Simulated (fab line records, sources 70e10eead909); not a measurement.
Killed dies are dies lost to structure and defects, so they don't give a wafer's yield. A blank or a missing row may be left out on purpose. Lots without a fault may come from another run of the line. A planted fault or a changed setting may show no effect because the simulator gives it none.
fab line records | flow nand_harc
record lots=6 wafers=18 last_day=32
route steps=1302 shown A_SGD_CUT@903
lots that met no fault: from a run of the same line without faults
start_h: hours from the record's first day to the start of the lot's first wafer shown | wait_h: hours since the lot's step before | " the same as in the row above | L1.1+2: a row that stands for several wafers | - no value, or no start given | * or withheld: withheld | < > ~ a bound
route shown NAME@n: a module of which the file shows steps, and the number in the route of the first | usual: mean/standard deviation of fault-free wafers | same: alike in all rows | chamber/n: place in a boat | sites: the reading at each site | _std_site: their standard deviation | _edge_site: outer sites' mean less inner sites' | radius_mm: how far each site lies from the wafer's centre | mask NAME#n: copy n | behind: the tool/chamber that last shaped the wafer | hold: why the lot was held/for how many hours/how that ended | device: the transistor (n, p or np) that didn't switch | end of line: the same wafers' tests at the end of the route | a step without rows: its recipe alone | killed: dies lost to structure and defects at the first sort, not the wafer's yield | map: a wafer's dies, x killed, . not, _ none there
set.NAME: the setting as run; set.NAME@STEP: as run at that earlier step | model.NAME: the simulator's own value behind a step, which no gauge read
lots at some steps of the route; a table a step, a row a wafer
services: from which hour (start_h, from the record's first day; less than 0 if before it) a tool's chamber was out of use, for how many hours, and why
## steps
# step NHARC_A_SGD_CUT_INSPECT_11
# usual raw_defect_count=59/31
# columns lot.wafer tool chamber start_h wait_h raw_defect_count
L435.3 defect_inspect-01 - 460.38 0.0 64
L435.5 " - " " 60
L435.6 " - " " 66
L437.1 defect_inspect-02 - 488.10 0.0 72
L437.3 " - " " 72
L437.6 " - " " 70
L446.2 defect_inspect-01 - 570.37 0.0 49
L446.3 " - " " 64
L446.5 " - " " 56
L447.2 defect_inspect-02 - 588.11 0.0 20
L447.4 " - " " 16
L447.5 " - " " 21
L450.1 defect_inspect-02 - 626.48 0.0 73
L450.4 " - " " 61
L450.5 " - " " 52
L452.1 defect_inspect-02 - 648.27 0.0 26
L452.4 " - " " 24
L452.5 " - " " 29
# step NHARC_A_SGD_CUT_DESCUM_14
# recipe time_s=3 o2_flow_sccm=200 ar_flow_sccm=0 bias_power_w=0 chemistry=O2
# usual chamber_pressure_mTorr=60.01/0.055 drypump_motor_current_A=5.5/0.56 oes_product_au=1.004/0.013 rf_vpp_V=57.6/0.88 showerhead_plenum_p_Torr=1.89/0.073 throttle_valve_pct=11.312/0.009
# columns lot.wafer tool chamber start_h wait_h chamber_pressure_mTorr drypump_motor_current_A oes_product_au rf_hours_counter_h rf_vpp_V showerhead_plenum_p_Torr throttle_valve_pct
L435.3 rie_diel-11 1 460.44 0.1 59.93 6.5 0.986 2 57.2 1.89 11.314
L435.5 " 1 " " 60.07 6.5 0.977 - 56.3 1.89 11.333
L435.6 " 2 " " 60.04 4.8 0.996 - 56.9 1.81 11.305
L437.3 rie_diel-03 3 488.16 0.1 59.97 5.3 0.990 0 56.4 1.91 11.302
L437.1 " 0 " " 60.03 5.4 1.015 0 57.1 1.81 11.309
L437.6 " 3 " " 60.05 5.3 0.994 - 57.7 1.91 11.308
L446.2 rie_diel-01 1 570.43 0.1 59.99 5.7 1.003 0 57.8 1.83 11.297
L446.3 " 3 " " 59.99 4.8 0.996 0 57.5 2.01 11.308
L446.5 " 1 " " 60.15 5.7 1.000 - 57.8 1.83 11.328
L447.2 rie_diel-01 3 588.17 0.1 60.00 4.8 1.007 1 58.3 2.01 11.305
L447.4 " 0 " " 60.01 4.9 1.012 1 57.4 1.88 11.314
L447.5 " 0 " " 60.09 5.0 1.011 - 57.8 1.88 11.310
L450.1 rie_diel-01 3 626.55 0.1 59.98 4.8 1.000 2 58.3 2.01 11.304
L450.4 " 1 " " 59.87 5.7 1.010 2 57.7 1.83 11.315
L450.5 " 2 " " 59.92 5.9 1.002 - 57.4 2.01 11.287
L452.1 rie_diel-11 0 648.34 0.1 60.07 5.5 1.036 3 56.7 1.81 11.313
L452.4 " 1 " " 60.11 6.5 0.993 3 56.5 1.89 11.301
L452.5 " 3 " " 59.97 6.2 1.024 - 56.4 1.88 11.301
# step NHARC_A_SGD_CUT_ETCH_58
# recipe target_depth_a=390 over_etch_frac=0.3 time_s=65 ion_energy_ev=80 cf4_flow_sccm=150 ar_flow_sccm=0 rf_w=300 bias_w=100 chemistry=CF4
# usual bias_w=100.0/0.32 chamber_pressure_mTorr=49.99/0.046 drypump_motor_current_A=5.5/0.54 oes_product_au=1.004/0.012 rf_vpp_V=150.9/1.1 showerhead_plenum_p_Torr=1.74/0.059 throttle_valve_pct=13.285/0.009
# columns lot.wafer tool chamber start_h wait_h bias_w chamber_pressure_mTorr drypump_motor_current_A oes_product_au rf_hours_counter_h rf_vpp_V showerhead_plenum_p_Torr throttle_valve_pct
L435.3 rie_diel-11 1 460.54 0.1 99.6 50.12 6.4 0.977 2 150.3 1.75 13.302
L435.6 " 3 " " 99.8 49.93 6.2 0.998 - 151.0 1.75 13.284
L435.5 " 0 " " 100.3 49.98 5.5 1.003 - 149.5 1.68 13.290
L437.1 rie_diel-03 1 488.24 0.1 100.4 50.01 5.5 1.000 1 151.6 1.76 13.273
L437.3 " 3 " " 99.9 49.96 5.3 1.016 0 151.1 1.76 13.297
L437.6 " 2 " " 99.7 50.01 5.0 0.999 - 149.4 1.71 13.270
L446.2 rie_diel-01 1 570.52 0.1 99.7 49.99 5.7 1.012 0 151.6 1.69 13.282
L446.3 " 2 " " 100.0 49.98 5.9 0.991 0 152.5 1.85 13.281
L446.5 " 0 " " 99.8 50.05 4.9 1.012 - 152.0 1.74 13.283
L447.2 rie_diel-01 3 588.25 0.1 99.7 50.00 4.8 1.002 1 152.5 1.85 13.299
L447.4 " 1 " " 99.6 49.99 5.7 1.013 1 152.2 1.69 13.281
L447.5 " 3 " " 99.6 49.94 4.8 1.003 - 151.9 1.85 13.273
L450.1 rie_diel-01 1 626.63 0.1 99.6 50.02 5.7 1.006 2 150.2 1.69 13.295
L450.4 " 0 " " 100.0 50.02 4.9 1.006 3 151.0 1.74 13.277
L450.5 " 2 " " 100.2 50.01 5.9 0.991 - 152.6 1.85 13.286
L452.4 rie_diel-11 0 648.41 0.1 100.4 50.00 5.5 1.030 3 149.9 1.68 13.283
L452.1 " 3 " " 100.2 49.99 6.2 1.015 3 151.8 1.74 13.284
L452.5 " 0 " " 100.5 49.98 5.4 1.038 - 149.7 1.68 13.287
# step NHARC_A_SGD_CUT_ETCH_59
# recipe target_depth_a=2600 over_etch_frac=0.25 time_s=406.25 ion_energy_ev=200 n2_flow_sccm=150 h2_flow_sccm=150 ar_flow_sccm=0 rf_w=400 bias_w=150 chemistry=N2/H2
# usual bias_w=150.0/0.43 chamber_pressure_mTorr=30.003/0.026 drypump_motor_current_A=5.5/0.55 oes_product_au=1.003/0.013 rf_vpp_V=429.8/2.3 showerhead_plenum_p_Torr=2.01/0.081 throttle_valve_pct=14.171/0.0094
# columns lot.wafer tool chamber start_h wait_h bias_w chamber_pressure_mTorr drypump_motor_current_A oes_product_au rf_hours_counter_h rf_vpp_V showerhead_plenum_p_Torr throttle_valve_pct
L435.3 rie_diel-11 3 - - 150.3 30.001 6.2 1.004 2 428.9 2.01 14.176
L435.6 " 1 " " 149.9 30.022 6.5 0.993 - 430.5 2.01 14.183
L435.5 " 2 " " 149.7 30.003 4.8 1.005 - 427.6 1.93 14.183
L437.1 rie_diel-03 2 - - 149.9 29.979 5.0 0.997 1 428.7 1.96 14.171
L437.3 " 0 " " 150.4 29.995 5.4 1.025 1 428.2 1.93 14.172
L437.6 " 3 " " 150.4 30.032 5.3 0.992 - 431.6 2.03 14.160
L446.2 rie_diel-01 2 - - 150.0 30.043 5.9 0.986 0 432.7 2.15 14.173
L446.3 " 3 " " 150.2 30.092 4.8 1.007 0 435.0 2.14 14.163
L446.5 " 2 " " 149.9 30.003 5.9 0.986 - 434.2 2.15 14.165
L447.4 rie_diel-01 2 - - 149.8 29.962 5.9 0.984 1 433.2 2.15 14.155
L447.2 " 3 " " 150.4 30.037 4.8 0.995 1 432.7 2.14 14.161
L447.5 " 1 " " 150.1 30.019 5.7 1.024 - 426.7 1.94 14.173
L450.1 rie_diel-01 2 - - 149.0 29.958 5.9 0.997 2 433.6 2.15 14.160
L450.4 " 0 " " 150.3 30.034 4.9 1.006 3 428.1 2.01 14.152
L450.5 " 1 " " 150.4 30.009 5.7 1.011 - 427.8 1.94 14.183
L452.1 rie_diel-11 1 - - 150.1 30.025 6.4 0.997 3 430.1 2.01 14.185
L452.4 " 2 " " 149.5 30.027 4.8 1.006 3 427.4 1.92 14.189
L452.5 " 3 " " 150.8 29.999 6.2 1.013 - 430.2 2.01 14.151
# step NHARC_A_SGD_CUT_ETCH_15
# recipe target_depth_a=750 time_s=64.3 ch3f_flow_sccm=50 o2_flow_sccm=30 ar_flow_sccm=200 rf_w=500 bias_w=100 chemistry=CH3F/O2
# usual bias_w=99.9/0.32 chamber_pressure_mTorr=25.001/0.022 drypump_motor_current_A=5.5/0.56 oes_product_au=0.967/0.018 rf_vpp_V=263.4/1.6 showerhead_plenum_p_Torr=2.43/0.09 throttle_valve_pct=20.664/0.0087
# columns lot.wafer tool chamber start_h wait_h bias_w chamber_pressure_mTorr drypump_motor_current_A oes_product_au rf_hours_counter_h rf_vpp_V showerhead_plenum_p_Torr throttle_valve_pct
L435.3 rie_diel-11 3 - - 100.3 25.016 6.2 0.982 2 262.5 2.43 20.653
L435.5 " 2 " " 100.1 24.984 4.8 0.967 - 262.2 2.33 20.664
L435.6 " 3 " " 99.8 24.992 6.2 0.980 - 262.3 2.43 20.657
L437.3 rie_diel-03 2 - - 99.5 24.995 5.0 0.975 1 262.5 2.37 20.659
L437.1 " 0 " " 100.0 24.955 5.4 0.990 1 261.0 2.33 20.672
L437.6 " 3 " " 100.1 25.005 5.3 0.974 - 263.2 2.45 20.664
L446.2 rie_diel-01 3 - - 100.0 25.005 4.8 0.977 0 266.3 2.58 20.656
L446.3 " 1 " " 100.0 25.022 5.7 0.983 0 261.6 2.35 20.669
L446.5 " 2 " " 99.5 25.013 5.9 0.956 - 266.7 2.58 20.670
L447.2 rie_diel-01 0 - - 99.7 24.985 4.9 0.975 1 264.7 2.42 20.660
L447.4 " 2 " " 100.0 25.049 5.9 0.971 1 265.3 2.58 20.655
L447.5 " 3 " " 100.4 25.000 4.8 0.952 - 265.4 2.58 20.672
L450.1 rie_diel-01 1 - - 100.3 25.011 5.8 0.983 3 261.5 2.35 20.668
L450.4 " 2 " " 99.8 24.989 5.9 0.960 3 267.6 2.58 20.668
L450.5 " 1 " " 100.7 24.983 5.7 0.995 - 264.1 2.35 20.650
L452.1 rie_diel-11 2 - - 100.2 24.968 4.8 0.969 3 260.4 2.33 20.644
L452.4 " 3 " " 100.2 24.984 6.3 0.977 3 263.0 2.42 20.659
L452.5 " 2 " " 100.2 25.011 4.8 0.968 - 262.5 2.33 20.684
# step NHARC_A_SGD_CUT_ETCH_16
# recipe target_depth_a=3105 time_s=155.2 c4f8_flow_sccm=withheld o2_flow_sccm=8 ar_flow_sccm=withheld rf_w=600 bias_w=800 chemistry=C4F8/O2/Ar
# step NHARC_A_SGD_CUT_STRIP_60
# recipe c4f8_flow_sccm=withheld o2_flow_sccm=8 ar_flow_sccm=withheld bias_w=0 chemistry=C4F8/O2/Ar
# step NHARC_A_SGD_CUT_STRIP_17
# recipe o2_flow_sccm=500 ar_flow_sccm=0 bias_w=0 chemistry=O2
# usual chamber_pressure_mTorr=60.00/0.057 drypump_motor_current_A=5.5/0.55 oes_product_au=1.004/0.012 rf_vpp_V=57.7/0.91 showerhead_plenum_p_Torr=3.48/0.12 throttle_valve_pct=17.036/0.009
# same bias_w=0
# columns lot.wafer tool chamber start_h wait_h chamber_pressure_mTorr drypump_motor_current_A oes_product_au rf_hours_counter_h rf_vpp_V showerhead_plenum_p_Torr throttle_valve_pct
L435.3 rie_diel-11 0 - - 59.96 5.5 1.016 2 56.9 3.36 17.056
L435.5 " 1 " " 60.00 6.5 0.993 - 57.8 3.49 17.032
L435.6 " 2 " " 59.91 4.8 1.017 - 58.2 3.36 17.014
L437.3 rie_diel-03 0 - - 60.05 5.4 1.027 1 56.5 3.35 17.046
L437.1 " 2 " " 60.11 5.0 0.993 1 58.3 3.41 17.043
L437.6 " 0 " " 60.02 5.4 1.028 - 57.8 3.35 17.027
L446.3 rie_diel-01 2 - - 60.00 5.9 0.994 1 57.2 3.70 17.021
L446.2 " 3 " " 60.06 4.8 1.006 1 57.4 3.69 17.040
L446.5 " 1 " " 60.02 5.7 1.011 - 57.3 3.38 17.050
L447.2 rie_diel-01 2 - - 59.95 5.9 0.996 1 58.8 3.70 17.029
L447.4 " 3 " " 60.11 4.8 1.000 1 57.7 3.69 17.041
L447.5 " 1 " " 59.98 5.7 1.008 - 56.4 3.38 17.039
L450.4 rie_diel-01 1 - - 59.97 5.7 1.016 3 57.7 3.38 17.056
L450.1 " 2 " " 59.99 5.9 1.003 3 59.0 3.70 17.052
L450.5 " 0 " " 60.01 5.0 1.006 - 56.7 3.47 17.051
L452.1 rie_diel-11 2 - - 60.00 4.8 1.001 3 56.3 3.35 17.025
L452.4 " 3 " " 60.00 6.2 1.005 3 58.6 3.48 17.031
L452.5 " 1 " " 59.94 6.5 0.991 - 57.9 3.48 17.017
# step NHARC_A_SGD_CUT_PRECLEAN_18
# recipe time_s=* temp_c=50 bath_age_min=0 chemistry=SC1
# step NHARC_A_SGD_CUT_SRD_19
# step NHARC_A_SGD_CUT_DEP_20
# recipe target_thk_a=1500 temp_c=65 material=SiO2
# step NHARC_A_SGD_CUT_ANNEAL_27
# recipe temp_c=450 time_s=1800
# step NHARC_A_SGD_CUT_CMP_21
# recipe target_thk_nm=148.19
# usual motor_current_A=11.4/1.1 time_to_endpoint_s=49/3.2
# columns lot.wafer tool chamber start_h wait_h motor_current_A time_to_endpoint_s
L435.3 cmp-03 2 466.40 0.4 9.9 50
L435.5 " 0 " " 13.5 51
L435.6 " 1 " " 11.1 53
L437.3 cmp-04 3 493.93 0.4 10.3 52
L437.1 " 1 " " 12.7 50
L437.6 " 3 " " 10.3 55
L446.2 cmp-04 1 575.80 0.4 12.7 48
L446.3 " 3 " " 10.4 55
L446.5 " 1 " " 12.9 46
L447.2 cmp-04 2 593.89 0.4 11.4 45
L447.4 " 1 " " 13.0 46
L447.5 " 3 " " 10.0 51
L450.4 cmp-04 2 634.54 0.4 11.9 97
L450.1 " 0 " " 10.8 97
L450.5 " 2 " " 12.2 51
L452.1 cmp-04 0 654.09 0.4 11.2 96
L452.4 " 3 " " 10.7 100
L452.5 " 1 " " 12.4 47
# step NHARC_A_SGD_CUT_THK_MEAS_22
# recipe thk_meas_gauge=ellipsometry
# usual thk_nm=148.2/1.4
# columns lot.wafer tool chamber start_h wait_h thk_nm
L435.3 film_metro-02 - 466.61 0.2 148.8
L435.5 " - " " 149.6
L435.6 " - " " 150.6
L437.1 film_metro-02 - 494.16 0.2 148.7
L437.3 " - " " 150.4
L437.6 " - " " 149.7
L446.2 film_metro-02 - 576.06 0.2 148.1
L446.3 " - " " 148.5
L446.5 " - " " 148.3
L447.2 film_metro-02 - 594.15 0.2 147.9
L447.4 " - " " 148.1
L447.5 " - " " 148.8
L450.1 film_metro-02 - 634.80 0.2 146.0
L450.4 " - " " 149.8
L450.5 " - " " 148.4
L452.1 film_metro-01 - 654.34 0.2 147.8
L452.4 " - " " 146.8
L452.5 " - " " 145.7
## services
# columns tool chamber start_h hours kind
rie_diel-01 - 443.40 1.0 repair
rie_diel-01 3 445.28 3.9 repair
cmp-03 - 450.37 1.2 repair
cmp-04 - 450.42 0.9 repair
rie_diel-03 2 451.73 11.9 repair
cmp-04 - 454.88 0.7 repair
rie_diel-03 - 458.71 9.0 pm
cmp-04 - 460.72 1.0 repair
rie_diel-11 - 467.52 0.9 repair
rie_diel-01 1 469.50 4.5 repair
cmp-03 - 476.55 4.0 pm
rie_diel-11 - 481.56 0.9 repair
cmp-03 - 486.73 0.9 repair
rie_diel-01 - 494.67 1.1 repair
cmp-03 - 497.04 4.2 repair
cmp-03 - 505.42 2.0 repair
cmp-04 - 506.97 4.0 pm
rie_diel-01 3 522.29 6.8 repair
cmp-03 - 536.21 0.9 repair
rie_diel-01 - 557.80 9.0 pm
rie_diel-03 1 565.57 12.8 repair
cmp-04 - 604.97 4.0 pm
rie_diel-11 - 609.51 9.0 pm
rie_diel-03 - 635.71 9.0 pm
## key
first_sign step=NHARC_A_SGD_CUT_CMP_21 reading=time_to_endpoint_s direction=up sigmas=15 usual=* struck=*
effect none on later readings
met_at NHARC_A_SGD_CUT_CMP_21
struck_wafers L450.1,L450.4,L452.1,L452.4
tester_left_out L450,L452
onset_between 593.89 634.54
fault kind=process_parameter_drift tool=cmp-04 chamber=- onset_h=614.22 steps=NHARC_A_SGD_CUT_CMP_21 channel=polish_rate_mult offset=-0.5 shape=step end_h=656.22 scope=struck_wafers_only
# tester_left_out: of these lots the tester's yield and bins aren't shown, on N5 and GAA mostly nor the transistor test; their killed dies are dies lost to structure and defects alone, not to doping, threshold or leakage, so they don't give the yield
